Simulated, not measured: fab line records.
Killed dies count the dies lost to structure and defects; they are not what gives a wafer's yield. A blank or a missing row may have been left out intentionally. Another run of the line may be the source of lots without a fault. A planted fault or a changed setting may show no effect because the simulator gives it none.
Which tool is to blame? / flow n5_finfet / 10 lots, 27 wafers sampled, at 4 steps of a route of 1938

WHAT EACH GAUGE READ, for each wafer
No reading from a measuring or inspecting step in the record can be judged against a usual standard deviation.

WHAT TOOL EACH LOT RAN ON (gives the tool, then ch and the chambers of the sampled wafers, and finally the start)
lot=L518; N5_BEOL_M7_ETCH_61=rie_diel-01 ch 1,3, day 9 05:10; N5_BEOL_M7_ETCH_62=rie_diel-01 ch 1,3, day 9 05:13; N5_BEOL_M7_ETCH_72=rie_diel-04 ch 1,2, day 9 08:44; N5_BEOL_M7_TRENCH_ETCH_37=rie_diel-04 ch 1,2, no start
lot=L519; N5_BEOL_M7_ETCH_61=rie_diel-04 ch 0,2, day 9 08:18; N5_BEOL_M7_ETCH_62=rie_diel-04 ch 0,2, day 9 08:21; N5_BEOL_M7_ETCH_72=rie_diel-04 ch 0,2, day 9 09:14; N5_BEOL_M7_TRENCH_ETCH_37=rie_diel-04 ch 0,2, no start
lot=L520; N5_BEOL_M7_ETCH_61=rie_diel-06 ch 0,2, day 9 16:19; N5_BEOL_M7_ETCH_62=rie_diel-06 ch 0,2, day 9 16:22; N5_BEOL_M7_ETCH_72=rie_diel-06 ch 0,1,2, day 9 18:29; N5_BEOL_M7_TRENCH_ETCH_37=rie_diel-06 ch 0,1,2, no start
lot=L522; N5_BEOL_M7_ETCH_61=rie_diel-04 ch 0,2,3, day 10 05:53; N5_BEOL_M7_ETCH_62=rie_diel-04 ch 0,2,3, day 10 05:57; N5_BEOL_M7_ETCH_72=rie_diel-06 ch 1,2,3, day 10 07:40; N5_BEOL_M7_TRENCH_ETCH_37=rie_diel-06 ch 1,2,3, no start
lot=L528; N5_BEOL_M7_ETCH_61=rie_diel-01 ch 0,1, day 11 23:32; N5_BEOL_M7_ETCH_62=rie_diel-01 ch 0,1, day 11 23:35; N5_BEOL_M7_ETCH_72=rie_diel-06 ch 1,3, day 12 01:46; N5_BEOL_M7_TRENCH_ETCH_37=rie_diel-06 ch 1,3, no start
lot=L529; N5_BEOL_M7_ETCH_61=rie_diel-01 ch 0, day 12 05:53; N5_BEOL_M7_ETCH_62=rie_diel-01 ch 0, day 12 05:58; N5_BEOL_M7_ETCH_72=rie_diel-06 ch 0,2, day 12 10:04; N5_BEOL_M7_TRENCH_ETCH_37=rie_diel-06 ch 0,2, no start
lot=L530; N5_BEOL_M7_ETCH_61=rie_diel-01 ch 0,1, day 12 10:58; N5_BEOL_M7_ETCH_62=rie_diel-01 ch 0,1, day 12 11:01; N5_BEOL_M7_ETCH_72=rie_diel-06 ch 2,3, day 12 13:52; N5_BEOL_M7_TRENCH_ETCH_37=rie_diel-06 ch 2,3, no start
lot=L532; N5_BEOL_M7_ETCH_61=rie_diel-06 ch 0,3, day 12 20:14; N5_BEOL_M7_ETCH_62=rie_diel-06 ch 0,3, day 12 20:17; N5_BEOL_M7_ETCH_72=rie_diel-01 ch 0,2,3, day 12 21:47; N5_BEOL_M7_TRENCH_ETCH_37=rie_diel-01 ch 0,2,3, no start
lot=L533; N5_BEOL_M7_ETCH_61=rie_diel-01 ch 1,2,3, day 12 22:56; N5_BEOL_M7_ETCH_62=rie_diel-01 ch 1,2,3, day 12 22:59; N5_BEOL_M7_ETCH_72=rie_diel-01 ch 0,1,3, day 12 23:59; N5_BEOL_M7_TRENCH_ETCH_37=rie_diel-01 ch 0,1,3, no start
lot=L540; N5_BEOL_M7_ETCH_61=rie_diel-06 ch 2,3, day 14 20:32; N5_BEOL_M7_ETCH_62=rie_diel-06 ch 2,3, day 14 20:36; N5_BEOL_M7_ETCH_72=rie_diel-01 ch 0,1,3, day 14 22:50; N5_BEOL_M7_TRENCH_ETCH_37=rie_diel-01 ch 0,1,3, no start
- N5_BEOL_M7_ETCH_61: etches SiARC in CF4, target depth 45.5 nm, time 75.8 s.
- N5_BEOL_M7_ETCH_62: etches SOC in N2/H2, target depth 110 nm, overetch 22 nm, time 165 s.
- N5_BEOL_M7_ETCH_72: etches underlayer in N2/H2, target depth 6.5 nm, time 5.2 s.
- N5_BEOL_M7_TRENCH_ETCH_37: etches SiCOH lowk in C4F6/O2, target depth 93.478 nm, time 31.2 s.

WHAT THE TOOLS THEMSELVES READ (means of the sampled wafers that have a number; where no wafer has one, the mark that the record gives instead)
N5_BEOL_M7_ETCH_61. Usual: drypump_motor_current_A 5.7 A, standard deviation 0.47; etch_rf_on_time_s 75.8 s, standard deviation 1.8; oes_product_au 0.66 a.u., standard deviation 0.077; rf_vpp_V 184.1 V, standard deviation 1.3; showerhead_plenum_p_Torr 2.15 Torr, standard deviation 0.083; throttle_valve_pct 15.70 %, standard deviation 0.25.
lot=L518; tool=rie_diel-01; drypump_motor_current_A (A)=6.2; etch_rf_on_time_s (s)=75.6; oes_product_au (a.u.)=0.63; rf_vpp_V (V)=184.0; showerhead_plenum_p_Torr (Torr)=2.14; throttle_valve_pct (%)=15.75; flag=
lot=L519; tool=rie_diel-04; drypump_motor_current_A (A)=5.7; etch_rf_on_time_s (s)=76.1; oes_product_au (a.u.)=0.69; rf_vpp_V (V)=184.5; showerhead_plenum_p_Torr (Torr)=2.18; throttle_valve_pct (%)=15.55; flag=
lot=L520; tool=rie_diel-06; drypump_motor_current_A (A)=5.1; etch_rf_on_time_s (s)=74.6; oes_product_au (a.u.)=0.73; rf_vpp_V (V)=183.9; showerhead_plenum_p_Torr (Torr)=2.25; throttle_valve_pct (%)=15.56; flag=
lot=L522; tool=rie_diel-04; drypump_motor_current_A (A)=5.7; etch_rf_on_time_s (s)=76.7; oes_product_au (a.u.)=0.64; rf_vpp_V (V)=184.8; showerhead_plenum_p_Torr (Torr)=2.20; throttle_valve_pct (%)=15.66; flag=
lot=L528; tool=rie_diel-01; drypump_motor_current_A (A)=6.3; etch_rf_on_time_s (s)=76.5; oes_product_au (a.u.)=0.61; rf_vpp_V (V)=183.7; showerhead_plenum_p_Torr (Torr)=2.08; throttle_valve_pct (%)=15.95; flag=
lot=L529; tool=rie_diel-01; drypump_motor_current_A (A)=6.2; etch_rf_on_time_s (s)=77.8; oes_product_au (a.u.)=0.58; rf_vpp_V (V)=182.1; showerhead_plenum_p_Torr (Torr)=2.04; throttle_valve_pct (%)=16.03; flag=
lot=L530; tool=rie_diel-01; drypump_motor_current_A (A)=6.3; etch_rf_on_time_s (s)=76.9; oes_product_au (a.u.)=0.60; rf_vpp_V (V)=182.9; showerhead_plenum_p_Torr (Torr)=2.08; throttle_valve_pct (%)=15.95; flag=
lot=L532; tool=rie_diel-06; drypump_motor_current_A (A)=5.8; etch_rf_on_time_s (s)=75.2; oes_product_au (a.u.)=0.67; rf_vpp_V (V)=184.9; showerhead_plenum_p_Torr (Torr)=2.16; throttle_valve_pct (%)=15.68; flag=
lot=L533; tool=rie_diel-01; drypump_motor_current_A (A)=5.8; etch_rf_on_time_s (s)=75.5; oes_product_au (a.u.)=0.71; rf_vpp_V (V)=184.1; showerhead_plenum_p_Torr (Torr)=2.16; throttle_valve_pct (%)=15.63; flag=
lot=L540; tool=rie_diel-06; drypump_motor_current_A (A)=5.7; etch_rf_on_time_s (s)=73.4; oes_product_au (a.u.)=0.76; rf_vpp_V (V)=184.0; showerhead_plenum_p_Torr (Torr)=2.15; throttle_valve_pct (%)=15.41; flag=

N5_BEOL_M7_ETCH_62. Usual: drypump_motor_current_A 5.7 A, standard deviation 0.46; oes_product_au 0.65 a.u., standard deviation 0.07; rf_vpp_V 524 V, standard deviation 3; showerhead_plenum_p_Torr 2.55 Torr, standard deviation 0.1; throttle_valve_pct 17.89 %, standard deviation 0.27.
lot=L518; tool=rie_diel-01; drypump_motor_current_A (A)=6.2; oes_product_au (a.u.)=0.63; rf_vpp_V (V)=523; showerhead_plenum_p_Torr (Torr)=2.53; throttle_valve_pct (%)=17.98; flag=
lot=L519; tool=rie_diel-04; drypump_motor_current_A (A)=5.7; oes_product_au (a.u.)=0.69; rf_vpp_V (V)=526; showerhead_plenum_p_Torr (Torr)=2.58; throttle_valve_pct (%)=17.61; flag=
lot=L520; tool=rie_diel-06; drypump_motor_current_A (A)=5.1; oes_product_au (a.u.)=0.72; rf_vpp_V (V)=527; showerhead_plenum_p_Torr (Torr)=2.68; throttle_valve_pct (%)=17.76; flag=
lot=L522; tool=rie_diel-04; drypump_motor_current_A (A)=5.7; oes_product_au (a.u.)=0.64; rf_vpp_V (V)=525; showerhead_plenum_p_Torr (Torr)=2.59; throttle_valve_pct (%)=17.74; flag=
lot=L528; tool=rie_diel-01; drypump_motor_current_A (A)=6.3; oes_product_au (a.u.)=0.61; rf_vpp_V (V)=520; showerhead_plenum_p_Torr (Torr)=2.46; throttle_valve_pct (%)=18.11; flag=
lot=L529; tool=rie_diel-01; drypump_motor_current_A (A)=6.2; oes_product_au (a.u.)=0.59; rf_vpp_V (V)=521; showerhead_plenum_p_Torr (Torr)=2.39; throttle_valve_pct (%)=18.13; flag=
lot=L530; tool=rie_diel-01; drypump_motor_current_A (A)=6.3; oes_product_au (a.u.)=0.61; rf_vpp_V (V)=521; showerhead_plenum_p_Torr (Torr)=2.46; throttle_valve_pct (%)=18.10; flag=
lot=L532; tool=rie_diel-06; drypump_motor_current_A (A)=5.8; oes_product_au (a.u.)=0.66; rf_vpp_V (V)=524; showerhead_plenum_p_Torr (Torr)=2.57; throttle_valve_pct (%)=17.89; flag=
lot=L533; tool=rie_diel-01; drypump_motor_current_A (A)=5.8; oes_product_au (a.u.)=0.70; rf_vpp_V (V)=524; showerhead_plenum_p_Torr (Torr)=2.56; throttle_valve_pct (%)=17.79; flag=
lot=L540; tool=rie_diel-06; drypump_motor_current_A (A)=5.7; oes_product_au (a.u.)=0.73; rf_vpp_V (V)=525; showerhead_plenum_p_Torr (Torr)=2.55; throttle_valve_pct (%)=17.61; flag=

N5_BEOL_M7_ETCH_72. Usual: drypump_motor_current_A 5.7 A, standard deviation 0.48; etch_rf_on_time_s 5.19 s, standard deviation 0.14; oes_product_au 0.66 a.u., standard deviation 0.084; rf_vpp_V 524 V, standard deviation 3.3; showerhead_plenum_p_Torr 2.54 Torr, standard deviation 0.1; throttle_valve_pct 17.90 %, standard deviation 0.26.
lot=L518; tool=rie_diel-04; drypump_motor_current_A (A)=5.6; etch_rf_on_time_s (s)=5.18; oes_product_au (a.u.)=0.64; rf_vpp_V (V)=524; showerhead_plenum_p_Torr (Torr)=2.60; throttle_valve_pct (%)=18.18; flag=
lot=L519; tool=rie_diel-04; drypump_motor_current_A (A)=5.7; etch_rf_on_time_s (s)=5.27; oes_product_au (a.u.)=0.68; rf_vpp_V (V)=524; showerhead_plenum_p_Torr (Torr)=2.58; throttle_valve_pct (%)=17.65; flag=
lot=L520; tool=rie_diel-06; drypump_motor_current_A (A)=5.3; etch_rf_on_time_s (s)=5.18; oes_product_au (a.u.)=0.68; rf_vpp_V (V)=524; showerhead_plenum_p_Torr (Torr)=2.57; throttle_valve_pct (%)=17.86; flag=
lot=L522; tool=rie_diel-06; drypump_motor_current_A (A)=5.5; etch_rf_on_time_s (s)=5.08; oes_product_au (a.u.)=0.68; rf_vpp_V (V)=524; showerhead_plenum_p_Torr (Torr)=2.52; throttle_valve_pct (%)=17.86; flag=
lot=L528; tool=rie_diel-06; drypump_motor_current_A (A)=5.9; etch_rf_on_time_s (s)=6.61; oes_product_au (a.u.)=0.64; rf_vpp_V (V)=520; showerhead_plenum_p_Torr (Torr)=2.42; throttle_valve_pct (%)=17.70; flag=OFF
lot=L529; tool=rie_diel-06; drypump_motor_current_A (A)=5.2; etch_rf_on_time_s (s)=5.98; oes_product_au (a.u.)=0.64; rf_vpp_V (V)=527; showerhead_plenum_p_Torr (Torr)=2.66; throttle_valve_pct (%)=17.89; flag=OFF
lot=L530; tool=rie_diel-06; drypump_motor_current_A (A)=5.5; etch_rf_on_time_s (s)=6.52; oes_product_au (a.u.)=0.68; rf_vpp_V (V)=525; showerhead_plenum_p_Torr (Torr)=2.60; throttle_valve_pct (%)=17.62; flag=OFF
lot=L532; tool=rie_diel-01; drypump_motor_current_A (A)=5.7; etch_rf_on_time_s (s)=5.26; oes_product_au (a.u.)=0.69; rf_vpp_V (V)=525; showerhead_plenum_p_Torr (Torr)=2.51; throttle_valve_pct (%)=17.85; flag=
lot=L533; tool=rie_diel-01; drypump_motor_current_A (A)=6.2; etch_rf_on_time_s (s)=5.21; oes_product_au (a.u.)=0.68; rf_vpp_V (V)=522; showerhead_plenum_p_Torr (Torr)=2.48; throttle_valve_pct (%)=17.93; flag=
lot=L540; tool=rie_diel-01; drypump_motor_current_A (A)=6.2; etch_rf_on_time_s (s)=5.17; oes_product_au (a.u.)=0.66; rf_vpp_V (V)=522; showerhead_plenum_p_Torr (Torr)=2.47; throttle_valve_pct (%)=17.95; flag=

N5_BEOL_M7_TRENCH_ETCH_37. Usual: drypump_motor_current_A 5.7 A, standard deviation 0.49; oes_product_au 0.78 a.u., standard deviation 0.097; rf_vpp_V 667 V, standard deviation 8.8; showerhead_plenum_p_Torr 2.84 Torr, standard deviation 0.12; throttle_valve_pct 20.96 %, standard deviation 0.23.
lot=L518; tool=rie_diel-04; drypump_motor_current_A (A)=5.6; oes_product_au (a.u.)=0.74; rf_vpp_V (V)=668; showerhead_plenum_p_Torr (Torr)=2.90; throttle_valve_pct (%)=21.12; flag=
lot=L519; tool=rie_diel-04; drypump_motor_current_A (A)=5.7; oes_product_au (a.u.)=0.80; rf_vpp_V (V)=660; showerhead_plenum_p_Torr (Torr)=2.90; throttle_valve_pct (%)=20.83; flag=
lot=L520; tool=rie_diel-06; drypump_motor_current_A (A)=5.3; oes_product_au (a.u.)=0.80; rf_vpp_V (V)=667; showerhead_plenum_p_Torr (Torr)=2.86; throttle_valve_pct (%)=20.85; flag=
lot=L522; tool=rie_diel-06; drypump_motor_current_A (A)=5.5; oes_product_au (a.u.)=0.80; rf_vpp_V (V)=665; showerhead_plenum_p_Torr (Torr)=2.81; throttle_valve_pct (%)=20.85; flag=
lot=L528; tool=rie_diel-06; drypump_motor_current_A (A)=5.8; oes_product_au (a.u.)=0.85; rf_vpp_V (V)=666; showerhead_plenum_p_Torr (Torr)=2.71; throttle_valve_pct (%)=20.71; flag=
lot=L529; tool=rie_diel-06; drypump_motor_current_A (A)=5.2; oes_product_au (a.u.)=0.79; rf_vpp_V (V)=663; showerhead_plenum_p_Torr (Torr)=2.96; throttle_valve_pct (%)=20.96; flag=
lot=L530; tool=rie_diel-06; drypump_motor_current_A (A)=5.4; oes_product_au (a.u.)=0.91; rf_vpp_V (V)=662; showerhead_plenum_p_Torr (Torr)=2.90; throttle_valve_pct (%)=20.72; flag=
lot=L532; tool=rie_diel-01; drypump_motor_current_A (A)=5.7; oes_product_au (a.u.)=0.81; rf_vpp_V (V)=669; showerhead_plenum_p_Torr (Torr)=2.83; throttle_valve_pct (%)=21.01; flag=
lot=L533; tool=rie_diel-01; drypump_motor_current_A (A)=6.2; oes_product_au (a.u.)=0.81; rf_vpp_V (V)=672; showerhead_plenum_p_Torr (Torr)=2.77; throttle_valve_pct (%)=20.97; flag=
lot=L540; tool=rie_diel-01; drypump_motor_current_A (A)=6.2; oes_product_au (a.u.)=0.78; rf_vpp_V (V)=671; showerhead_plenum_p_Torr (Torr)=2.77; throttle_valve_pct (%)=21.00; flag=

THE ANSWER, worked out from the rows above alone
Rule: a lot is off if the mean of its wafers that have a number lies more than 3 standard deviations from the usual mean. A lot without any number at a reading at which 4 lots or more have one is off too. The other lots that the step has rows for count as sound. After the gauges, taken in route order, come the tools' own readings; for these a lot's mean is taken, as printed above. At the first step where some lot is off, the reading lying furthest off is the one used; lots without a number count as furthest.
Off at N5_BEOL_M7_ETCH_72 (etch_rf_on_time_s): L528, L529, L530.
A tool fits if, at that step or a process step before it, it ran every lot that is off, and no sound lot after the first of them. One fits: rie_diel-06 at N5_BEOL_M7_ETCH_72. Its last sound lot is L522 (day 10 07:40), its first lot that is off L528 (day 12 01:46): a fault that began between those two fits.
On the lots that are off, the tool's own readings at N5_BEOL_M7_ETCH_72 differ by more than 5 times the standard deviation of the sound lots' means, which bears it out; etch_rf_on_time_s reads 6.37 s there versus 5.19 s on the sound lots.

WHAT THE SIMULATOR HAD PUT IN
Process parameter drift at N5_BEOL_M7_ETCH_72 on rie_diel-06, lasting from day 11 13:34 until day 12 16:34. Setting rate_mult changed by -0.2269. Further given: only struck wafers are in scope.
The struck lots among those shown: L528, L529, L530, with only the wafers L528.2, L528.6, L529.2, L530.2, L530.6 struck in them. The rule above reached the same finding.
